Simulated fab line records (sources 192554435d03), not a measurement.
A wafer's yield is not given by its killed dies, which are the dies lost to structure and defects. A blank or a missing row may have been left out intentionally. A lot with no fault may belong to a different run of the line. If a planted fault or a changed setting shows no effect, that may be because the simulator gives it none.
Split-lot study	flow n5_finfet	on a route of 1938 steps: 7 lots, 21 wafers read

== THE SPLIT ==
At N5_BEOL_M8_EXPOSE_08 (exposes mask M8), the setting dose_mj was moved away from the recipe's 68.25 on 4 of the 21 wafers read, by -7.1% to +2.3%. All remaining wafers had this setting at the recipe value.

== FROM THE SPLIT TO THE READING: what the file shows between them, 14 steps ==
- N5_BEOL_M8_DEVELOP_10: develop time 30 s (also split here: develop_time_s)
- N5_BEOL_M8_CD_MEAS_11: target cd 38.5 nm
- N5_BEOL_M8_DESCUM_16: chemistry O2, time 7.9 s
- N5_BEOL_M8_ETCH_61: etches SiARC in CF4, target depth 45.5 nm, time 75.8 s
- N5_BEOL_M8_ETCH_62: etches SOC in N2/H2, target depth 110 nm, overetch 22 nm, time 165 s
- N5_BEOL_M8_STRIP_68: strips in N2/H2
- N5_BEOL_M8_STRIP_67: strips in CF4
- N5_BEOL_M8_HM_OPEN_17: chemistry Cl2/BCl3, target TiN, target depth 20 nm, overetch 6 nm
- N5_BEOL_M8_STRIP_19: strips in O2
- N5_BEOL_M8_CD_MEAS_18: pitch 80 nm, target cd 40 nm
- N5_BEOL_M8_COAT_63: time 60 s, resist thk 60 nm
- N5_BEOL_M8_COAT_64: time 60 s, resist thk 12 nm
- N5_BEOL_M8_PRECLEAN_42: cleans in residue remover, time 60 s
- N5_BEOL_M8_SRD_43: time 30 s

== THE READING ==
At N5_BEOL_M8_CD_MEAS_35: cd_nm in nanometres, against a target cd of 40 nm. On this fab line, fault-free wafers typically give 40.0 nm with a standard deviation of 0.41 nm.

wafer	tool, chamber at the split	dose_mj as run	against the recipe	cd_nm, nm	against lot-mates on the recipe
L074.1	arfi_scanner-01, 0	69.84	+2.3%	41.0	+1.4
L074.3	arfi_scanner-01, 0	68.25	recipe	39.4	-
L074.4	arfi_scanner-01, 0	68.25	recipe	39.8	-
L077.1	arfi_scanner-02, 0	68.25	recipe	40.4	-
L077.4	arfi_scanner-02, 0	64.01	-6.2%	36.9	-3.5
L077.5	arfi_scanner-02, 0	64.01	-6.2%	37.2	-3.2
L076.1	arfi_scanner-01, 0	68.25	recipe	40.0	-
L076.3	arfi_scanner-01, 0	68.25	recipe	39.9	-
L076.6	arfi_scanner-01, 0	68.25	recipe	39.4	-
L086.1	arfi_scanner-03, 0	68.25	recipe	40.3	-
L086.5	arfi_scanner-03, 0	68.25	recipe	40.5	-
L086.6	arfi_scanner-03, 0	68.25	recipe	41.0	-
L088.1	arfi_scanner-03, 0	68.25	recipe	40.4	-
L088.3	arfi_scanner-03, 0	63.41	-7.1%	35.9	-4.2
L088.6	arfi_scanner-03, 0	68.25	recipe	39.9	-
L094.1	arfi_scanner-02, 0	68.25	recipe	41.0	-
L094.4	arfi_scanner-02, 0	68.25	recipe	40.2	-
L094.5	arfi_scanner-02, 0	68.25	recipe	40.1	-
L096.1	arfi_scanner-02, 0	68.25	recipe	40.3	-
L096.3	arfi_scanner-02, 0	68.25	recipe	40.1	-
L096.6	arfi_scanner-02, 0	68.25	recipe	40.5	-

FIT RESULTS
A straight line over all 21 wafers: cd_nm changes by +0.533 nm for each +1% of dose_mj; r = +0.95; the points scatter about the line by 0.45 nm.
The same after taking each lot's own level away (the mean of its wafers on the recipe; 21 wafers): +0.566 nm for each +1%; r = +0.98; scatter 0.27 nm.
Per that fit: largest dose_mj move, reading shift of 4 nm.
Across the lots, their own levels run from 39.60 to 40.60 nm, a range of 2.4 times the standard deviation given above.
The two slopes are in agreement: the lot-to-lot level therefore moves the slope only a little.
Check: -3.85 nm against its lot-mates is what the line predicts for one of the wafers moved furthest among these (-7.1%) when that wafer is left out of the fit. It came out at -4.25 nm against them.

== OTHER SPLITS APPLIED TO THESE WAFERS ==
Other splits were also applied to these wafers ahead of the reading. Each is held against what the fit with the lots' levels taken away leaves over:
other split on the same wafers	wafers away from the commonest value	r with cd_nm (lot level and that fit taken away)
N5_BEOL_M6_ETCH_62 time_s	8	+0.42
N5_BEOL_M6_DESCUM_33 time_s	5	+0.13
N5_BEOL_M6_ETCH_66 bias_w	7	+0.33
N5_BEOL_M8_DEVELOP_10 develop_time_s	6	+0.16

== THE WHOLE CHAIN: every reading that the file lists as answering this split, in the file's order ==
step	what it does	reading	change (the file's fit)	r (the file's)
N5_BEOL_M8_CD_MEAS_11	target cd 38.5 nm	cd_nm	+0.566 nm for each +1% of the setting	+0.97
N5_BEOL_M8_ETCH_61	etches SiARC in CF4, target depth 45.5 nm, time 75.8 s	BEOL_M8.cd_offset_nm (the simulator's own value, which no gauge read)	+0.612 nm for each +1% of the setting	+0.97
N5_BEOL_M8_ETCH_62	etches SOC in N2/H2, target depth 110 nm, overetch 22 nm, time 165 s	BEOL_M8.cd_offset_nm (the simulator's own value, which no gauge read)	+0.57 nm for each +1% of the setting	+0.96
N5_BEOL_M8_CD_MEAS_18	pitch 80 nm, target cd 40 nm	cd_nm	+0.564 nm for each +1% of the setting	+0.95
N5_BEOL_M8_CD_MEAS_35	target cd 40 nm	cd_nm	+0.579 nm for each +1% of the setting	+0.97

== THE FILE'S OWN FIT ==
cd_nm changes by +0.579 nm for each +1% of dose_mj, r = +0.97.
